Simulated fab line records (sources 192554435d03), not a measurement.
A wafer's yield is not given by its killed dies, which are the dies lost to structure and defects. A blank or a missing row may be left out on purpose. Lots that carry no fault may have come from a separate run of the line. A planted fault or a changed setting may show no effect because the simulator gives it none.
Chamber matching | flow n5-finfet | cvd-co-01 running N5_BEOL_M10_CVD_75: 3 sister chambers
The step deposits Co from CCTBA/H2, target thk 2 nm, time 138.9 s. 3 wafers are shown with their chamber, then 7 later ones without.

WAFERS PAIRED WITH THEIR CHAMBERS
wafer  | chamber | run-length-s (s)
L437.4 | 0       | 161.9
L437.5 | 2       | 162.1
L438.2 | 1       | 163.0

WAFERS WHOSE CHAMBER IS MISSING
wafer  | run-length-s (s)
L438.3 | 162.3
L438.6 | 161.1
L442.2 | 162.3
L442.3 | 162.2
L442.5 | 162.1
L440.4 | 162.6
L440.5 | 161.0

WHICH CHAMBER EACH ONE RAN IN
wafer  | from the rows above          | in truth
L438.3 | can't be placed: 2 or 0 or 1 | 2
L438.6 | can't be placed: 0 or 2      | 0
L442.2 | can't be placed: 2 or 0 or 1 | 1
L442.3 | can't be placed: 2 or 0 or 1 | 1
L442.5 | can't be placed: 2 or 0 or 1 | 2
L440.4 | can't be placed: 1 or 2 or 0 | 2
L440.5 | can't be placed: 0 or 2      | 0
Correctly placed: 0 of 7. Cannot be placed on the basis of these rows: 7; the candidates contain the true chamber in 7. 0 placed wrongly.
How it was worked out, from the rows above alone: a wafer's distance from a chamber is the root of the sum, over the readings, of the square of ((its reading less the chamber's mean) divided by the reading's scatter). The wafer belongs to the nearest chamber; if the next one is less than 2 further off, it can't be placed. Each chamber's mean is taken over the wafers shown for it. The scatter (one wafer shown for each chamber): square how far every hidden wafer sits from the nearest shown wafer, average those squares and take the square root.
